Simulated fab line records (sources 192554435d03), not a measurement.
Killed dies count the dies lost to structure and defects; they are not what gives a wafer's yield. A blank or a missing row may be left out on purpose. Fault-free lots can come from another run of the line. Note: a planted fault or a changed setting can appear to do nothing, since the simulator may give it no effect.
Problem report, 8D (eight disciplines) form, completed by code || flow n5_finfet || the parts of the form that need people (team, actions taken, sign-off) are left out

== 1. PROBLEM STATEMENT ==
time_to_endpoint_s at N5_BEOL_M1_CMP_52 reads a mean of 85.3 s on 1 wafer of 1 lot; wafers without a fault read 61.8 s with a standard deviation of 2.6. That is +9.0 standard deviations from the usual mean.
The step: polishes, stops on SiOC, t overpolish 6.8 s, target thk 40 nm.
Earliest sighting: wafer L200.3 on cmp-04 at day 7 03:46. The record has a number at this step for 30 wafers belonging to 10 lots. By rule, "out" or "out of limits" means more than 4 standard deviations away from the usual mean. The other wafers with a number count as sound.

== 2. WHAT THIS IS AND IS NOT ==
{"question": "which readings at this step", "is": "time_to_endpoint_s", "is not": "clearing_platen_down_force_psi, motor_current_A"}
{"question": "which lots", "is": "L200", "is not": "L198, L211, L213, L214, L215, L216, L217, L218, L220"}
{"question": "which wafers of those lots", "is": "L200.3", "is not": "L200.2, L200.6"}
{"question": "read on which tools", "is": "cmp-04", "is not": "cmp-02, cmp-03"}
{"question": "when", "is": "from day 7 03:46", "is not": "up to then (5 sound wafers); but 24 sound wafers of L211, L213, L214, L215, L216, L217, L218, L220 came after"}

== 3. WHAT RULES OUT EACH SUSPECT ==
Counting: if a tool at a process step up to the reading ran every lot that is out, it stays a suspect. Sound lots after the first of them don't rule it out here, since some wafers of a struck lot are sound.
- pvd_sputter-03 at N5_BEOL_M1_SPUTTER_86 (material Cu, target thk 4.5 nm, time 8.29 s): kept. It ran the lot that is out, L200 (day 7 01:56).
- pvd_sputter-03 at N5_BEOL_M1_SPUTTER_92 (material Cu, target thk 4.5 nm, time 8.29 s): kept. It ran the lot that is out, L200 (day 7 02:36).
- pvd_sputter-03 at N5_BEOL_M1_SPUTTER_94 (material Cu, target thk 4.5 nm, time 8.29 s): kept. It ran the lot that is out, L200 (day 7 02:49).
- ecd_cu-02 at N5_BEOL_M1_ECD_50 (material Cu, target thk 300 nm): kept. It processed L200, the lot that is out, at day 7 03:10, and its most recent sound lot before then was L198 at day 6 18:17.
- cmp-04 at N5_BEOL_M1_CMP_52 (polishes, stops on SiOC, t overpolish 6.8 s, target thk 40 nm): kept. It ran the lot that is out, L200 (day 7 03:46). Its own time_to_endpoint_s readings are out on those wafers.
- In cmp-04 at N5_BEOL_M1_CMP_52, the wafers that are out were processed in chamber 3 and their sound lot-mates in chambers 0, 1.
Left after counting: pvd_sputter-03 at N5_BEOL_M1_SPUTTER_86, pvd_sputter-03 at N5_BEOL_M1_SPUTTER_92, pvd_sputter-03 at N5_BEOL_M1_SPUTTER_94, ecd_cu-02 at N5_BEOL_M1_ECD_50, cmp-04 at N5_BEOL_M1_CMP_52.

== 4. THE CAUSE (what the simulator had put in) ==
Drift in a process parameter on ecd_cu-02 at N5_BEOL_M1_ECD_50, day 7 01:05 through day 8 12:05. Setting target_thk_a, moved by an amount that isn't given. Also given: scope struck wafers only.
After counting, 5 suspects remain, this tool included.

== 5. SEQUENCE OF EFFECTS, ordered by route ==
One row per reading whose mean, taken over the struck wafers that have a number, lies over 3 standard deviations from the usual. Only readings whose record carries a usual standard deviation are examined. hours: median over the lots of the time between each lot's start at the first step of this table that gives one and its start at this step. sigmas: the change, counted in usual standard deviations.
{"hours": 0, "step": "N5_BEOL_M1_CMP_52", "reading": "time_to_endpoint_s", "usual": "61.8 s", "on struck wafers": 85.3, "change": "+23.5", "sigmas": "+9.0"}
Here are the process steps it includes:
- N5_BEOL_M1_CMP_52: polishes, stops on SiOC, t overpolish 6.8 s, target thk 40 nm.
Later steps that measure or inspect, where all struck wafers having a row at the step show a number for every such reading and not one has moved that far: N5_BEOL_M4_RC_MEAS_101.

== 6. HOW IT WOULD HAVE BEEN CAUGHT EARLIER ==
In this record the first reading out of limits was taken at day 7 03:46, 3 hours after the fault began at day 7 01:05.
All the lots that are out (1) had begun N5_BEOL_M1_ECD_50 on ecd_cu-02 by day 7 03:46. Holding the tool at that point would not have protected any of them.
